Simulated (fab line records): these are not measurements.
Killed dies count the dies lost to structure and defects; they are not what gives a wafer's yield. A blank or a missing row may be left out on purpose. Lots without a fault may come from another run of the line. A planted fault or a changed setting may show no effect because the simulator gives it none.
fab line records / flow nand-harc
[record] lots = 14 wafers = 42 last-day = 33
route steps=1302 shown A_ONON_D1@437 A_CHANNEL_HOLE_D1@457
lots that met no fault: from a run of the same line without faults
start-h: the number of hours between the record's first day and the start of the first shown wafer of the lot / wait-h: hours since the lot's step before / " as in the row above / L1.1+2: one row covering several wafers at once / - no value, or no start was given / * or withheld: withheld / < > ~ a bound
route shown NAME@n: names a module that has steps shown in the file, with the first one's number in the route / usual: mean/standard deviation taken from wafers without a fault / same: alike in all rows / chamber/n: place in a boat / sites: per-site readings / _std_site: how widely they spread, as a standard deviation / _edge_site: mean of outer sites minus mean of inner sites / radius-mm: how far each site lies from the wafer's centre / mask NAME#n: copy n / behind: the last tool/chamber to shape the wafer / hold: why the lot was held/for how many hours/how that ended / device: the n, p or np transistor that did not switch / end of line: the tests these same wafers got at the end of their route / where a step has no rows: the recipe by itself / killed: not the wafer's yield, but the dies lost to structure and defects at the first sort / map: a wafer's dies, x killed, . not, _ none there
set.NAME: the setting as run; set.NAME@STEP: as run at that earlier step / model.NAME: the simulator's own value behind a step, which no gauge read
steps of the route over a sample of lots; a table a step, a row a wafer
services: a tool's chamber out of use, with start hour (start-h, from the record's first day; less than 0 if before it), hours out, and reason
[[steps]]
[step NHARC_A_ONON_D1_THK_MEAS_18]
[recipe] thk-meas-gauge = ellipsometry
[usual] thk-nm = 1000/7.4
lot.wafer=L413.3 tool=film-metro-01 chamber=- start-h=178.28 wait-h=- thk-nm=1008
lot.wafer=L413.4 tool=film-metro-01 chamber=- start-h=178.28 wait-h=- thk-nm=1006
lot.wafer=L413.6 tool=film-metro-01 chamber=- start-h=178.28 wait-h=- thk-nm=1006
lot.wafer=L414.3 tool=film-metro-01 chamber=- start-h=197.37 wait-h=- thk-nm=991
lot.wafer=L414.4 tool=film-metro-01 chamber=- start-h=197.37 wait-h=- thk-nm=990
lot.wafer=L414.6 tool=film-metro-01 chamber=- start-h=197.37 wait-h=- thk-nm=989
lot.wafer=L415.2 tool=film-metro-01 chamber=- start-h=197.68 wait-h=- thk-nm=994
lot.wafer=L415.3 tool=film-metro-01 chamber=- start-h=197.68 wait-h=- thk-nm=995
lot.wafer=L415.5 tool=film-metro-01 chamber=- start-h=197.68 wait-h=- thk-nm=995
lot.wafer=L416.1 tool=film-metro-01 chamber=- start-h=207.38 wait-h=- thk-nm=1002
lot.wafer=L416.4 tool=film-metro-01 chamber=- start-h=207.38 wait-h=- thk-nm=1002
lot.wafer=L416.5 tool=film-metro-01 chamber=- start-h=207.38 wait-h=- thk-nm=1004
lot.wafer=L417.2 tool=film-metro-01 chamber=- start-h=225.89 wait-h=- thk-nm=983
lot.wafer=L417.5 tool=film-metro-01 chamber=- start-h=225.89 wait-h=- thk-nm=986
lot.wafer=L417.6 tool=film-metro-01 chamber=- start-h=225.89 wait-h=- thk-nm=984
lot.wafer=L418.3 tool=film-metro-02 chamber=- start-h=225.90 wait-h=- thk-nm=1010
lot.wafer=L418.5 tool=film-metro-02 chamber=- start-h=225.90 wait-h=- thk-nm=1008
lot.wafer=L418.6 tool=film-metro-02 chamber=- start-h=225.90 wait-h=- thk-nm=1012
lot.wafer=L419.2 tool=film-metro-01 chamber=- start-h=242.67 wait-h=- thk-nm=1000
lot.wafer=L419.3 tool=film-metro-01 chamber=- start-h=242.67 wait-h=- thk-nm=1002
lot.wafer=L419.5 tool=film-metro-01 chamber=- start-h=242.67 wait-h=- thk-nm=998
lot.wafer=L422.1 tool=film-metro-01 chamber=- start-h=274.24 wait-h=- thk-nm=1005
lot.wafer=L422.3 tool=film-metro-01 chamber=- start-h=274.24 wait-h=- thk-nm=1004
lot.wafer=L422.5 tool=film-metro-01 chamber=- start-h=274.24 wait-h=- thk-nm=1005
lot.wafer=L425.2 tool=film-metro-02 chamber=- start-h=307.23 wait-h=- thk-nm=1005
lot.wafer=L425.4 tool=film-metro-02 chamber=- start-h=307.23 wait-h=- thk-nm=1004
lot.wafer=L425.6 tool=film-metro-02 chamber=- start-h=307.23 wait-h=- thk-nm=1002
lot.wafer=L426.1 tool=film-metro-02 chamber=- start-h=319.56 wait-h=- thk-nm=1001
lot.wafer=L426.2 tool=film-metro-02 chamber=- start-h=319.56 wait-h=- thk-nm=1002
lot.wafer=L426.5 tool=film-metro-02 chamber=- start-h=319.56 wait-h=- thk-nm=1001
lot.wafer=L431.2 tool=film-metro-02 chamber=- start-h=357.27 wait-h=- thk-nm=1010
lot.wafer=L431.3 tool=film-metro-02 chamber=- start-h=357.27 wait-h=- thk-nm=1010
lot.wafer=L431.6 tool=film-metro-02 chamber=- start-h=357.27 wait-h=- thk-nm=1010
lot.wafer=L432.4 tool=film-metro-01 chamber=- start-h=382.16 wait-h=- thk-nm=992
lot.wafer=L432.5 tool=film-metro-01 chamber=- start-h=382.16 wait-h=- thk-nm=991
lot.wafer=L432.6 tool=film-metro-01 chamber=- start-h=382.16 wait-h=- thk-nm=990
lot.wafer=L433.2 tool=film-metro-01 chamber=- start-h=386.05 wait-h=- thk-nm=997
lot.wafer=L433.3 tool=film-metro-01 chamber=- start-h=386.05 wait-h=- thk-nm=997
lot.wafer=L433.6 tool=film-metro-01 chamber=- start-h=386.05 wait-h=- thk-nm=997
lot.wafer=L435.3 tool=film-metro-02 chamber=- start-h=407.27 wait-h=- thk-nm=998
lot.wafer=L435.4 tool=film-metro-02 chamber=- start-h=407.27 wait-h=- thk-nm=999
lot.wafer=L435.6 tool=film-metro-02 chamber=- start-h=407.27 wait-h=- thk-nm=999
[step NHARC_A_CHANNEL_HOLE_D1_SOFTBAKE_05]
[recipe] temp-c = 105 time-s = 55
[usual] heater-power-total-W = 188.46/0.15 plate-temp-C = 105.01/0.14 resist-line-temp-C = 23.01/0.095
[same] time-s = 55
lot.wafer=L413.3 tool=litho-track-01 chamber=0 start-h=183 wait-h=- heater-power-total-W=188.32 plate-temp-C=104.95 resist-line-temp-C=23.20
lot.wafer=L413.4 tool=litho-track-01 chamber=0 start-h=183 wait-h=- heater-power-total-W=188.56 plate-temp-C=105.03 resist-line-temp-C=23.02
lot.wafer=L413.6 tool=litho-track-01 chamber=0 start-h=183 wait-h=- heater-power-total-W=188.34 plate-temp-C=105.00 resist-line-temp-C=23.00
lot.wafer=L414.3 tool=litho-track-06 chamber=0 start-h=203 wait-h=- heater-power-total-W=188.44 plate-temp-C=104.55 resist-line-temp-C=23.20
lot.wafer=L414.4 tool=litho-track-06 chamber=0 start-h=203 wait-h=- heater-power-total-W=188.32 plate-temp-C=104.80 resist-line-temp-C=23.14
lot.wafer=L414.6 tool=litho-track-06 chamber=0 start-h=203 wait-h=- heater-power-total-W=188.32 plate-temp-C=104.92 resist-line-temp-C=23.07
lot.wafer=L415.2 tool=litho-track-01 chamber=0 start-h=204 wait-h=- heater-power-total-W=188.59 plate-temp-C=105.04 resist-line-temp-C=22.79
lot.wafer=L415.3 tool=litho-track-01 chamber=0 start-h=204 wait-h=- heater-power-total-W=188.34 plate-temp-C=105.03 resist-line-temp-C=22.81
lot.wafer=L415.5 tool=litho-track-01 chamber=0 start-h=204 wait-h=- heater-power-total-W=188.56 plate-temp-C=105.00 resist-line-temp-C=23.03
lot.wafer=L416.1 tool=litho-track-06 chamber=0 start-h=212 wait-h=- heater-power-total-W=188.75 plate-temp-C=104.86 resist-line-temp-C=23.03
lot.wafer=L416.4 tool=litho-track-06 chamber=0 start-h=212 wait-h=- heater-power-total-W=188.47 plate-temp-C=104.91 resist-line-temp-C=23.20
lot.wafer=L416.5 tool=litho-track-06 chamber=0 start-h=212 wait-h=- heater-power-total-W=188.65 plate-temp-C=105.09 resist-line-temp-C=23.13
lot.wafer=L418.3 tool=litho-track-04 chamber=0 start-h=230 wait-h=- heater-power-total-W=188.69 plate-temp-C=104.50 resist-line-temp-C=23.04
lot.wafer=L418.5 tool=litho-track-04 chamber=0 start-h=230 wait-h=- heater-power-total-W=188.41 plate-temp-C=104.84 resist-line-temp-C=22.95
lot.wafer=L418.6 tool=litho-track-04 chamber=0 start-h=230 wait-h=- heater-power-total-W=188.40 plate-temp-C=104.81 resist-line-temp-C=22.88
lot.wafer=L417.2 tool=litho-track-06 chamber=0 start-h=231 wait-h=- heater-power-total-W=188.32 plate-temp-C=105.05 resist-line-temp-C=22.96
lot.wafer=L417.5 tool=litho-track-06 chamber=0 start-h=231 wait-h=- heater-power-total-W=188.31 plate-temp-C=105.19 resist-line-temp-C=23.14
lot.wafer=L417.6 tool=litho-track-06 chamber=0 start-h=231 wait-h=- heater-power-total-W=188.71 plate-temp-C=105.03 resist-line-temp-C=23.05
lot.wafer=L419.2 tool=litho-track-04 chamber=0 start-h=250 wait-h=- heater-power-total-W=188.52 plate-temp-C=105.04 resist-line-temp-C=22.96
lot.wafer=L419.3 tool=litho-track-04 chamber=0 start-h=250 wait-h=- heater-power-total-W=188.41 plate-temp-C=104.92 resist-line-temp-C=23.08
lot.wafer=L419.5 tool=litho-track-04 chamber=0 start-h=250 wait-h=- heater-power-total-W=188.50 plate-temp-C=104.79 resist-line-temp-C=23.01
lot.wafer=L422.1 tool=litho-track-06 chamber=0 start-h=279 wait-h=- heater-power-total-W=188.31 plate-temp-C=105.29 resist-line-temp-C=23.10
lot.wafer=L422.3 tool=litho-track-06 chamber=0 start-h=279 wait-h=- heater-power-total-W=188.42 plate-temp-C=104.90 resist-line-temp-C=23.18
lot.wafer=L422.5 tool=litho-track-06 chamber=0 start-h=279 wait-h=- heater-power-total-W=188.71 plate-temp-C=105.28 resist-line-temp-C=23.05
lot.wafer=L425.2 tool=litho-track-01 chamber=0 start-h=316 wait-h=- heater-power-total-W=198.83 plate-temp-C=109.55 resist-line-temp-C=22.92
lot.wafer=L425.4 tool=litho-track-01 chamber=0 start-h=316 wait-h=- heater-power-total-W=198.87 plate-temp-C=109.40 resist-line-temp-C=22.98
lot.wafer=L425.6 tool=litho-track-01 chamber=0 start-h=316 wait-h=- heater-power-total-W=199.19 plate-temp-C=109.42 resist-line-temp-C=23.03
lot.wafer=L426.1 tool=litho-track-01 chamber=0 start-h=326 wait-h=- heater-power-total-W=199.10 plate-temp-C=109.26 resist-line-temp-C=23.03
lot.wafer=L426.2 tool=litho-track-01 chamber=0 start-h=326 wait-h=- heater-power-total-W=198.92 plate-temp-C=109.49 resist-line-temp-C=22.81
lot.wafer=L426.5 tool=litho-track-01 chamber=0 start-h=326 wait-h=- heater-power-total-W=199.22 plate-temp-C=109.38 resist-line-temp-C=23.01
lot.wafer=L431.2 tool=litho-track-04 chamber=0 start-h=363 wait-h=- heater-power-total-W=188.26 plate-temp-C=104.93 resist-line-temp-C=22.80
lot.wafer=L431.3 tool=litho-track-04 chamber=0 start-h=363 wait-h=- heater-power-total-W=188.49 plate-temp-C=105.07 resist-line-temp-C=23.11
lot.wafer=L431.6 tool=litho-track-04 chamber=0 start-h=363 wait-h=- heater-power-total-W=188.73 plate-temp-C=104.96 resist-line-temp-C=23.07
lot.wafer=L432.4 tool=litho-track-06 chamber=0 start-h=387 wait-h=- heater-power-total-W=188.46 plate-temp-C=105.02 resist-line-temp-C=22.87
lot.wafer=L432.5 tool=litho-track-06 chamber=0 start-h=387 wait-h=- heater-power-total-W=188.31 plate-temp-C=105.06 resist-line-temp-C=22.95
lot.wafer=L432.6 tool=litho-track-06 chamber=0 start-h=387 wait-h=- heater-power-total-W=188.41 plate-temp-C=104.93 resist-line-temp-C=22.85
lot.wafer=L433.2 tool=litho-track-01 chamber=0 start-h=391 wait-h=- heater-power-total-W=188.40 plate-temp-C=104.89 resist-line-temp-C=23.09
lot.wafer=L433.3 tool=litho-track-01 chamber=0 start-h=391 wait-h=- heater-power-total-W=188.38 plate-temp-C=105.02 resist-line-temp-C=23.10
lot.wafer=L433.6 tool=litho-track-01 chamber=0 start-h=391 wait-h=- heater-power-total-W=188.49 plate-temp-C=104.81 resist-line-temp-C=23.08
lot.wafer=L435.3 tool=litho-track-04 chamber=0 start-h=412 wait-h=- heater-power-total-W=188.37 plate-temp-C=104.98 resist-line-temp-C=22.89
lot.wafer=L435.4 tool=litho-track-04 chamber=0 start-h=412 wait-h=- heater-power-total-W=188.31 plate-temp-C=104.91 resist-line-temp-C=22.91
lot.wafer=L435.6 tool=litho-track-04 chamber=0 start-h=412 wait-h=- heater-power-total-W=188.42 plate-temp-C=105.17 resist-line-temp-C=22.86
[step NHARC_A_CHANNEL_HOLE_D1_OVL_MEAS_11]
[usual] overlay-x-nm = -0.1/0.89 overlay-y-nm = 0.0/0.83
lot.wafer=L413.3 tool=overlay-01 chamber=- start-h=183.96 wait-h=- overlay-x-nm=-0.5 overlay-y-nm=-0.2
lot.wafer=L413.4 tool=overlay-01 chamber=- start-h=183.96 wait-h=- overlay-x-nm=-0.5 overlay-y-nm=-0.5
lot.wafer=L413.6 tool=overlay-01 chamber=- start-h=183.96 wait-h=- overlay-x-nm=-0.7 overlay-y-nm=-0.7
lot.wafer=L414.3 tool=overlay-02 chamber=- start-h=203.92 wait-h=- overlay-x-nm=-2.0 overlay-y-nm=1.8
lot.wafer=L414.4 tool=overlay-02 chamber=- start-h=203.92 wait-h=- overlay-x-nm=-1.9 overlay-y-nm=1.4
lot.wafer=L414.6 tool=overlay-02 chamber=- start-h=203.92 wait-h=- overlay-x-nm=-1.9 overlay-y-nm=1.5
lot.wafer=L415.2 tool=overlay-02 chamber=- start-h=205.33 wait-h=- overlay-x-nm=0.0 overlay-y-nm=0.6
lot.wafer=L415.3 tool=overlay-02 chamber=- start-h=205.33 wait-h=- overlay-x-nm=0.0 overlay-y-nm=1.2
lot.wafer=L415.5 tool=overlay-02 chamber=- start-h=205.33 wait-h=- overlay-x-nm=-0.3 overlay-y-nm=0.5
lot.wafer=L416.1 tool=overlay-01 chamber=- start-h=213.02 wait-h=- overlay-x-nm=0.4 overlay-y-nm=-0.8
lot.wafer=L416.4 tool=overlay-01 chamber=- start-h=213.02 wait-h=- overlay-x-nm=0.5 overlay-y-nm=-1.3
lot.wafer=L416.5 tool=overlay-01 chamber=- start-h=213.02 wait-h=- overlay-x-nm=0.8 overlay-y-nm=-1.4
lot.wafer=L418.3 tool=overlay-02 chamber=- start-h=231.52 wait-h=- overlay-x-nm=-0.1 overlay-y-nm=0.9
lot.wafer=L418.5 tool=overlay-02 chamber=- start-h=231.52 wait-h=- overlay-x-nm=-0.1 overlay-y-nm=0.0
lot.wafer=L418.6 tool=overlay-02 chamber=- start-h=231.52 wait-h=- overlay-x-nm=-0.5 overlay-y-nm=-0.1
lot.wafer=L417.2 tool=overlay-01 chamber=- start-h=232.23 wait-h=- overlay-x-nm=0.2 overlay-y-nm=-0.8
lot.wafer=L417.5 tool=overlay-01 chamber=- start-h=232.23 wait-h=- overlay-x-nm=-0.9 overlay-y-nm=-0.8
lot.wafer=L417.6 tool=overlay-01 chamber=- start-h=232.23 wait-h=- overlay-x-nm=-0.4 overlay-y-nm=-0.5
lot.wafer=L419.2 tool=overlay-01 chamber=- start-h=250.72 wait-h=- overlay-x-nm=-0.3 overlay-y-nm=0.2
lot.wafer=L419.3 tool=overlay-01 chamber=- start-h=250.72 wait-h=- overlay-x-nm=-0.6 overlay-y-nm=-0.4
lot.wafer=L419.5 tool=overlay-01 chamber=- start-h=250.72 wait-h=- overlay-x-nm=-0.7 overlay-y-nm=0.1
lot.wafer=L422.1 tool=overlay-01 chamber=- start-h=279.94 wait-h=- overlay-x-nm=1.1 overlay-y-nm=-0.8
lot.wafer=L422.3 tool=overlay-01 chamber=- start-h=279.94 wait-h=- overlay-x-nm=0.6 overlay-y-nm=-0.2
lot.wafer=L422.5 tool=overlay-01 chamber=- start-h=279.94 wait-h=- overlay-x-nm=1.6 overlay-y-nm=-0.2
lot.wafer=L425.2 tool=overlay-01 chamber=- start-h=317.22 wait-h=- overlay-x-nm=1.3 overlay-y-nm=-0.6
lot.wafer=L425.4 tool=overlay-01 chamber=- start-h=317.22 wait-h=- overlay-x-nm=1.4 overlay-y-nm=-0.1
lot.wafer=L425.6 tool=overlay-01 chamber=- start-h=317.22 wait-h=- overlay-x-nm=0.8 overlay-y-nm=0.5
lot.wafer=L426.1 tool=overlay-01 chamber=- start-h=326.92 wait-h=- overlay-x-nm=-0.5 overlay-y-nm=-0.4
lot.wafer=L426.2 tool=overlay-01 chamber=- start-h=326.92 wait-h=- overlay-x-nm=-0.2 overlay-y-nm=-0.5
lot.wafer=L426.5 tool=overlay-01 chamber=- start-h=326.92 wait-h=- overlay-x-nm=-0.2 overlay-y-nm=-0.3
lot.wafer=L431.2 tool=overlay-01 chamber=- start-h=364.12 wait-h=- overlay-x-nm=-1.1 overlay-y-nm=0.4
lot.wafer=L431.3 tool=overlay-01 chamber=- start-h=364.12 wait-h=- overlay-x-nm=-0.9 overlay-y-nm=0.7
lot.wafer=L431.6 tool=overlay-01 chamber=- start-h=364.12 wait-h=- overlay-x-nm=-0.8 overlay-y-nm=0.2
lot.wafer=L432.4 tool=overlay-02 chamber=- start-h=388.06 wait-h=- overlay-x-nm=-0.4 overlay-y-nm=0.4
lot.wafer=L432.5 tool=overlay-02 chamber=- start-h=388.06 wait-h=- overlay-x-nm=-0.8 overlay-y-nm=0.6
lot.wafer=L432.6 tool=overlay-02 chamber=- start-h=388.06 wait-h=- overlay-x-nm=-0.2 overlay-y-nm=0.3
lot.wafer=L433.2 tool=overlay-02 chamber=- start-h=391.97 wait-h=- overlay-x-nm=-0.5 overlay-y-nm=-1.5
lot.wafer=L433.3 tool=overlay-02 chamber=- start-h=391.97 wait-h=- overlay-x-nm=-0.3 overlay-y-nm=-1.9
lot.wafer=L433.6 tool=overlay-02 chamber=- start-h=391.97 wait-h=- overlay-x-nm=-0.4 overlay-y-nm=-1.5
lot.wafer=L435.3 tool=overlay-02 chamber=- start-h=412.77 wait-h=- overlay-x-nm=-0.4 overlay-y-nm=1.1
lot.wafer=L435.4 tool=overlay-02 chamber=- start-h=412.77 wait-h=- overlay-x-nm=-0.3 overlay-y-nm=0.4
lot.wafer=L435.6 tool=overlay-02 chamber=- start-h=412.77 wait-h=- overlay-x-nm=-0.2 overlay-y-nm=0.7
[step NHARC_A_CHANNEL_HOLE_D1_INSPECT_12]
[usual] raw-defect-count = 5.4/2.7
lot.wafer=L413.3 tool=defect-inspect-02 chamber=- start-h=183.99 wait-h=0.0 raw-defect-count=2
lot.wafer=L413.4 tool=defect-inspect-02 chamber=- start-h=183.99 wait-h=0.0 raw-defect-count=3
lot.wafer=L413.6 tool=defect-inspect-02 chamber=- start-h=183.99 wait-h=0.0 raw-defect-count=7
lot.wafer=L414.3 tool=defect-inspect-02 chamber=- start-h=203.96 wait-h=0.0 raw-defect-count=4
lot.wafer=L414.4 tool=defect-inspect-02 chamber=- start-h=203.96 wait-h=0.0 raw-defect-count=3
lot.wafer=L414.6 tool=defect-inspect-02 chamber=- start-h=203.96 wait-h=0.0 raw-defect-count=3
lot.wafer=L415.2 tool=defect-inspect-02 chamber=- start-h=205.37 wait-h=0.0 raw-defect-count=1
lot.wafer=L415.3 tool=defect-inspect-02 chamber=- start-h=205.37 wait-h=0.0 raw-defect-count=5
lot.wafer=L415.5 tool=defect-inspect-02 chamber=- start-h=205.37 wait-h=0.0 raw-defect-count=4
lot.wafer=L416.1 tool=defect-inspect-02 chamber=- start-h=213.06 wait-h=0.0 raw-defect-count=5
lot.wafer=L416.4 tool=defect-inspect-02 chamber=- start-h=213.06 wait-h=0.0 raw-defect-count=3
lot.wafer=L416.5 tool=defect-inspect-02 chamber=- start-h=213.06 wait-h=0.0 raw-defect-count=7
lot.wafer=L418.3 tool=defect-inspect-02 chamber=- start-h=231.55 wait-h=0.0 raw-defect-count=4
lot.wafer=L418.5 tool=defect-inspect-02 chamber=- start-h=231.55 wait-h=0.0 raw-defect-count=5
lot.wafer=L418.6 tool=defect-inspect-02 chamber=- start-h=231.55 wait-h=0.0 raw-defect-count=5
lot.wafer=L417.2 tool=defect-inspect-01 chamber=- start-h=232.27 wait-h=0.0 raw-defect-count=6
lot.wafer=L417.5 tool=defect-inspect-01 chamber=- start-h=232.27 wait-h=0.0 raw-defect-count=3
lot.wafer=L417.6 tool=defect-inspect-01 chamber=- start-h=232.27 wait-h=0.0 raw-defect-count=6
lot.wafer=L419.2 tool=defect-inspect-02 chamber=- start-h=250.76 wait-h=0.0 raw-defect-count=7
lot.wafer=L419.3 tool=defect-inspect-02 chamber=- start-h=250.76 wait-h=0.0 raw-defect-count=11
lot.wafer=L419.5 tool=defect-inspect-02 chamber=- start-h=250.76 wait-h=0.0 raw-defect-count=6
lot.wafer=L422.1 tool=defect-inspect-01 chamber=- start-h=279.98 wait-h=0.0 raw-defect-count=3
lot.wafer=L422.3 tool=defect-inspect-01 chamber=- start-h=279.98 wait-h=0.0 raw-defect-count=1
lot.wafer=L422.5 tool=defect-inspect-01 chamber=- start-h=279.98 wait-h=0.0 raw-defect-count=7
lot.wafer=L425.2 tool=defect-inspect-01 chamber=- start-h=317.26 wait-h=0.0 raw-defect-count=3
lot.wafer=L425.4 tool=defect-inspect-01 chamber=- start-h=317.26 wait-h=0.0 raw-defect-count=7
lot.wafer=L425.6 tool=defect-inspect-01 chamber=- start-h=317.26 wait-h=0.0 raw-defect-count=9
lot.wafer=L426.1 tool=defect-inspect-02 chamber=- start-h=326.96 wait-h=0.0 raw-defect-count=4
lot.wafer=L426.2 tool=defect-inspect-02 chamber=- start-h=326.96 wait-h=0.0 raw-defect-count=5
lot.wafer=L426.5 tool=defect-inspect-02 chamber=- start-h=326.96 wait-h=0.0 raw-defect-count=6
lot.wafer=L431.2 tool=defect-inspect-02 chamber=- start-h=364.15 wait-h=0.0 raw-defect-count=6
lot.wafer=L431.3 tool=defect-inspect-02 chamber=- start-h=364.15 wait-h=0.0 raw-defect-count=6
lot.wafer=L431.6 tool=defect-inspect-02 chamber=- start-h=364.15 wait-h=0.0 raw-defect-count=9
lot.wafer=L432.4 tool=defect-inspect-01 chamber=- start-h=388.10 wait-h=0.0 raw-defect-count=3
lot.wafer=L432.5 tool=defect-inspect-01 chamber=- start-h=388.10 wait-h=0.0 raw-defect-count=5
lot.wafer=L432.6 tool=defect-inspect-01 chamber=- start-h=388.10 wait-h=0.0 raw-defect-count=3
lot.wafer=L433.2 tool=defect-inspect-02 chamber=- start-h=392.01 wait-h=0.0 raw-defect-count=7
lot.wafer=L433.3 tool=defect-inspect-02 chamber=- start-h=392.01 wait-h=0.0 raw-defect-count=6
lot.wafer=L433.6 tool=defect-inspect-02 chamber=- start-h=392.01 wait-h=0.0 raw-defect-count=6
lot.wafer=L435.3 tool=defect-inspect-02 chamber=- start-h=412.81 wait-h=0.0 raw-defect-count=4
lot.wafer=L435.4 tool=defect-inspect-02 chamber=- start-h=412.81 wait-h=0.0 raw-defect-count=5
lot.wafer=L435.6 tool=defect-inspect-02 chamber=- start-h=412.81 wait-h=0.0 raw-defect-count=4
[[services]]
tool=litho-track-06 chamber=- start-h=179.00 hours=7.0 kind=pm
tool=litho-track-04 chamber=- start-h=203.00 hours=7.0 kind=pm
tool=litho-track-01 chamber=- start-h=330.00 hours=7.0 kind=pm
tool=litho-track-06 chamber=- start-h=354.00 hours=7.0 kind=pm
tool=litho-track-01 chamber=- start-h=363.85 hours=- kind=consumable-replace:filter
tool=litho-track-04 chamber=- start-h=378.00 hours=7.0 kind=pm
[[key]]
[first-sign] step = NHARC_A_CHANNEL_HOLE_D1_SOFTBAKE_05 reading = heater-power-total-W direction = up sigmas = 73 usual = * struck = *
[effect] step = NHARC_A_CHANNEL_HOLE_D1_SOFTBAKE_05 reading = plate-temp-C direction = up sigmas = 31 usual = * struck = *
met-at NHARC_A_CHANNEL_HOLE_D1_SOFTBAKE_05
struck-lots L425,L426
tester-left-out L425,L426
[loop-trim] step = NHARC_A_CHANNEL_HOLE_D1_EXPOSE_07 setting = dose lots = L426
not-acting-at NHARC_A_ONON_D1_THK_MEAS_18,NHARC_A_CHANNEL_HOLE_D1_OVL_MEAS_11,NHARC_A_CHANNEL_HOLE_D1_INSPECT_12
onset-between 204 316
[fault] kind = process-parameter-drift tool = litho-track-01 chamber = - onset-h = 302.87 steps = NHARC_A_CHANNEL_HOLE_D1_SOFTBAKE_05 channel = temp-c offset = * shape = step end-h = 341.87 acts-in = * stated = *
// tester-left-out: of these lots the tester's yield and bins aren't shown, on N5 and GAA mostly nor the transistor test; their killed dies are dies lost to structure and defects alone, not to doping, threshold or leakage, so they don't give the yield
// loop-trim: a control loop set the setting to another value than it would have without faults
